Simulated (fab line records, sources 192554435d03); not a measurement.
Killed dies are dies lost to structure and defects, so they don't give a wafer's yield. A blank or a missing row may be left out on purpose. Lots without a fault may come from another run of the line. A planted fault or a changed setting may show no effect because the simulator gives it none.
fab line records | flow n5_finfet | part 2 of 2: steps 23 to 32 of 32
record lots=5 wafers=15 last_day=16
route steps=1938 shown BEOL_M7@1306 BEOL_M8@1332
lots that met no fault: from a run of the same line without faults
start_h: hours from the record's first day to the start of the lot's first wafer shown | wait_h: hours since the lot's step before | " the same as in the row above | L1.1+2: a row that stands for several wafers | - no value, or no start given | * or withheld: withheld | < > ~ a bound
route shown NAME@n: a module of which the file shows steps, and the number in the route of the first | usual: mean/standard deviation of fault-free wafers | same: alike in all rows | chamber/n: place in a boat | sites: the reading at each site | _std_site: their standard deviation | _edge_site: outer sites' mean less inner sites' | radius_mm: how far each site lies from the wafer's centre | mask NAME#n: copy n | behind: the tool/chamber that last shaped the wafer | hold: why the lot was held/for how many hours/how that ended | device: the transistor (n, p or np) that didn't switch | end of line: the same wafers' tests at the end of the route | a step without rows: its recipe alone | killed: dies lost to structure and defects at the first sort, not the wafer's yield | map: a wafer's dies, x killed, . not, _ none there
set.NAME: the setting as run; set.NAME@STEP: as run at that earlier step | model.NAME: the simulator's own value behind a step, which no gauge read
lots at some steps of the route; a table a step, a row a wafer
services: from which hour (start_h, from the record's first day; less than 0 if before it) a tool's chamber was out of use, for how many hours, and why
## steps
# step N5_BEOL_M7_PRE_CLEAN_55
# recipe gas=NH3 time_s=15 temp_c=withheld rf_power_w=300
# columns lot.wafer tool chamber start_h wait_h
L078.2+3+4 pecvd-02 2,1,2 224.20 0.0
L082.1+4+6 pecvd-03 1,2,1 238.46 0.0
L088.1+4+6 pecvd-01 2,1,1 282.30 0.0
L087.1+4+6 pecvd-02 1,1,0 282.86 0.0
L094.1+3+4 pecvd-01 0,1,2 317.26 0.0
# step N5_BEOL_M7_DEP_56
# recipe material=SiCN target_thk_a=100 temp_c=withheld precursor=3MS/NH3 pressure_torr=3 rf_w=202 time_s=17.5
# usual showerhead_plenum_p_Torr=3.673/0.015 throttle_valve_pct=9.1/0.51
# columns lot.wafer tool chamber start_h wait_h showerhead_plenum_p_Torr throttle_valve_pct
L078.2 pecvd-02 2 224.23 0.0 3.656 9.2
L078.3 " 1 " " 3.664 9.7
L078.4 " 2 " " 3.655 8.8
L082.1 pecvd-03 1 238.48 0.0 3.685 9.9
L082.4 " 2 " " 3.655 8.4
L082.6 " 1 " " 3.688 9.9
L088.1 pecvd-01 2 282.34 0.0 3.659 8.4
L088.4 " 1 " " 3.689 9.0
L088.6 " 1 " " 3.679 9.2
L087.1 pecvd-02 1 282.88 0.0 3.672 9.7
L087.4 " 1 " " 3.657 9.6
L087.6 " 0 " " 3.682 9.1
L094.1 pecvd-01 0 317.28 0.0 3.657 9.4
L094.3 " 1 " " 3.683 9.1
L094.4 " 2 " " 3.666 8.4
# step N5_BEOL_M7_RS_MEAS_57
# recipe thk_meas_gauge=four-point-probe reads=Cu_of_BEOL_M7_ECD_50+Co_of_BEOL_M7_CVD_78+TaN_of_BEOL_M7_ALD_77
# usual M7_RS=0.289/0.0073
# columns lot.wafer tool chamber start_h wait_h M7_RS[ohm/sq]
L078.2 film_metro-02 - 224.30 0.1 0.283
L078.3 " - " " 0.280
L078.4 " - " " 0.277
L082.1 film_metro-02 - 238.55 0.1 0.290
L082.4 " - " " 0.288
L082.6 " - " " 0.289
L088.1 film_metro-01 - 282.43 0.1 0.280
L088.4 " - " " 0.295
L088.6 " - " " 0.286
L087.1 film_metro-01 - 282.95 0.1 0.301
L087.4 " - " " 0.299
L087.6 " - " " 0.300
L094.1 film_metro-01 - 317.35 0.1 0.287
L094.3 " - " " 0.279
L094.4 " - " " 0.273
# step N5_BEOL_M7_INSPECT_58
# recipe inspect_instrument=darkfield mode=post_dep
# usual raw_defect_count=69/22
# columns lot.wafer tool chamber start_h wait_h raw_defect_count
L078.2 defect_inspect-01 - 224.32 0.0 68
L078.3 " - " " 71
L078.4 " - " " 56
L082.1 defect_inspect-02 - 238.58 0.0 95
L082.4 " - " " 105
L082.6 " - " " 47
L088.1 defect_inspect-02 - 282.45 0.0 132
L088.4 " - " " 105
L088.6 " - " " 82
L087.1 defect_inspect-02 - 282.98 0.0 67
L087.4 " - " " 43
L087.6 " - " " 36
L094.1 defect_inspect-02 - 317.38 0.0 59
L094.3 " - " " 72
L094.4 " - " " 74
# step N5_BEOL_M8_ILD_DEP_00
# recipe material=SiCOH_lowk target_thk_a=1797.5 temp_c=300 precursor=DEMS/porogen pressure_torr=5 rf_w=500 time_s=33.4
# usual heater_power_w=302/64 showerhead_plenum_p_Torr=5.743/0.016 throttle_valve_pct=13.8/0.72
# columns lot.wafer tool chamber start_h wait_h heater_power_w showerhead_plenum_p_Torr throttle_valve_pct
L078.2 pecvd-04 1 224.36 0.0 338 5.753 13.3
L078.3 " 0 " " 250 5.731 14.7
L078.4 " 1 " " 355 5.769 13.5
L082.1 pecvd-02 0 238.61 0.0 486 5.754 13.8
L082.4 " 2 " " 289 5.731 13.7
L082.6 " 0 " " 390 5.742 13.4
L088.1 pecvd-04 2 282.49 0.0 322 5.736 13.2
L088.4 " 1 " " 349 5.774 13.4
L088.6 " 0 " " 271 5.735 14.7
L087.1 pecvd-01 1 283.01 0.0 338 5.763 13.6
L087.4 " 1 " " 266 5.752 13.8
L087.6 " 1 " " 266 5.751 13.8
L094.1 pecvd-02 0 317.42 0.0 433 5.758 13.6
L094.3 " 2 " " 254 5.739 13.4
L094.4 " 0 " " 438 5.751 13.7
# step N5_BEOL_M8_CURE_74
# recipe temp_c=385 time_s=240 ambient=He/Ar material=SiCOH_lowk
# usual lamp_power_pct=52.31/0.062 wafer_temp_C_max=387.2/0.69
# columns lot.wafer tool chamber start_h wait_h lamp_power_pct wafer_temp_C_max
L078.2 uv_cure-01 2 224.65 0.3 52.34 386.3
L078.3 " 2 " " 52.34 386.8
L078.4 " 2 " " 52.28 387.4
L082.1 uv_cure-03 2 238.68 0.0 52.31 387.5
L082.4 " 2 " " 52.27 387.7
L082.6 " 2 " " 52.24 387.2
L088.1 uv_cure-02 0 282.56 0.0 52.33 386.8
L088.4 " 0 " " 52.44 386.8
L088.6 " 0 " " 52.30 386.9
L087.1 uv_cure-01 0 283.11 0.1 52.34 386.4
L087.4 " 0 " " 52.26 386.2
L087.6 " 0 " " 52.38 386.1
L094.1 uv_cure-02 0 317.48 0.0 52.32 386.6
L094.3 " 0 " " 52.38 387.7
L094.4 " 0 " " 52.39 386.8
# step N5_BEOL_M8_THK_MEAS_01
# recipe reads=SiCOH_lowk_of_BEOL_M8_ILD_DEP_00
# usual M8_ILD_THK=155.9/2
# columns lot.wafer tool chamber start_h wait_h M8_ILD_THK[nm]
L078.2 film_metro-01 - 225.09 0.4 155.6
L078.3 " - " " 157.5
L078.4 " - " " 156.5
L082.1 film_metro-01 - 239.67 0.8 157.0
L082.4 " - " " 157.3
L082.6 " - " " 157.6
L088.1 film_metro-01 - 283.07 0.4 154.6
L088.4 " - " " 156.4
L088.6 " - " " 156.7
L087.1 film_metro-01 - 283.63 0.4 153.6
L087.4 " - " " 156.8
L087.6 " - " " 158.5
L094.1 film_metro-01 - 318.00 0.4 155.8
L094.3 " - " " 153.4
L094.4 " - " " 160.1
# step N5_BEOL_M8_PECVD_70
# recipe material=SiO2 target_thk_a=200 temp_c=400 precursor=TEOS/O2 pressure_torr=5.5 rf_w=450 teos_flow_sccm=53.8 gas=O2 flow_sccm=3000 time_s=22.7
# usual heater_power_w=707/120 showerhead_plenum_p_Torr=8.80/0.055 throttle_valve_pct=22.3/1.2
# columns lot.wafer tool chamber start_h wait_h heater_power_w showerhead_plenum_p_Torr throttle_valve_pct
L078.2 pecvd-02 2 225.12 0.0 698 8.78 21.8
L078.3 " 1 " " 584 8.82 24.3
L078.4 " 2 " " 696 8.78 21.8
L082.1 pecvd-01 0 239.71 0.0 635 8.77 23.6
L082.4 " 0 " " 634 8.75 23.6
L082.6 " 2 " " 648 8.76 20.4
L088.1 pecvd-02 2 283.11 0.0 677 8.76 22.1
L088.4 " 2 " " 690 8.77 22.0
L088.6 " 1 " " 521 8.83 23.9
L087.1 pecvd-04 1 283.66 0.0 715 8.87 21.7
L087.4 " 1 " " 711 8.89 21.7
L087.6 " 0 " " 601 8.74 23.8
L094.1 pecvd-01 2 318.03 0.0 669 8.76 20.6
L094.3 " 0 " " 538 8.75 23.5
L094.4 " 2 " " 669 8.76 20.4
# step N5_BEOL_M8_HM_DEP_02
# recipe material=TiN target_thk_a=200 temp_c=25 chamber_pressure_pa=0.49996
# usual throttle_valve_pct=29.5/1.3
# columns lot.wafer tool chamber start_h wait_h throttle_valve_pct
L078.2 pvd_sputter-03 - 226.35 1.2 28.2
L078.3 " - " " 28.8
L078.4 " - " " 28.6
L082.1 pvd_sputter-03 - 240.75 1.0 28.5
L082.4 " - " " 30.9
L082.6 " - " " 28.5
L088.1 pvd_sputter-01 - 284.42 1.3 30.4
L088.4 " - " " 28.9
L088.6 " - " " 30.4
L087.1 pvd_sputter-01 - 284.52 0.8 30.8
L087.4 " - " " 29.1
L087.6 " - " " 30.6
L094.1 pvd_sputter-02 - 318.66 0.6 31.0
L094.3 " - " " 30.9
L094.4 " - " " 31.1
# step N5_BEOL_M8_COAT_59
# recipe resist=SOC temp_c=250 time_s=60 spin_rpm=1500 resist_thk_nm=100
# columns lot.wafer tool chamber start_h wait_h
L078.2+3+4 litho_track-02 0 226.48 0.1
L082.1+4+6 litho_track-01 0 240.88 0.1
L088.1+4+6 litho_track-03 0 284.55 0.1
L087.1+4+6 litho_track-01 0 284.65 0.1
L094.1+3+4 litho_track-03 0 318.79 0.1
## services
# columns tool chamber start_h hours kind
pecvd-01 - 196.98 0.2 repair
uv_cure-02 - 197.37 0.4 repair
cmp-03 - 206.66 7.8 pm
ald_metal-02 3 209.07 23.7 repair
rie_diel-02 3 210.65 2.9 repair
uv_cure-03 - 219.58 1.7 repair
uv_cure-02 - 220.53 7.5 pm
ald_metal-02 2 228.14 6.6 repair
uv_cure-01 - 230.22 6.0 pm
cmp-03 - 237.81 4.0 pm
pecvd-01 2 247.92 5.4 repair
rie_diel-04 2 248.97 8.5 repair
rie_diel-02 3 249.69 7.0 repair
uv_cure-02 - 264.74 2.1 pm
cmp-03 - 265.33 1.6 repair
pecvd-03 0 275.91 7.4 repair
pecvd-01 0 278.24 12.8 repair
pecvd-04 - 278.25 1.6 repair
pvd_sputter-03 - 279.46 4.2 repair
ecd_cu-01 - 290.00 6.6 pm
pecvd-03 1 301.75 6.2 repair
uv_cure-02 - 303.70 6.0 pm
pecvd-02 - 308.21 5.5 pm
rie_diel-04 2 316.38 2.4 repair
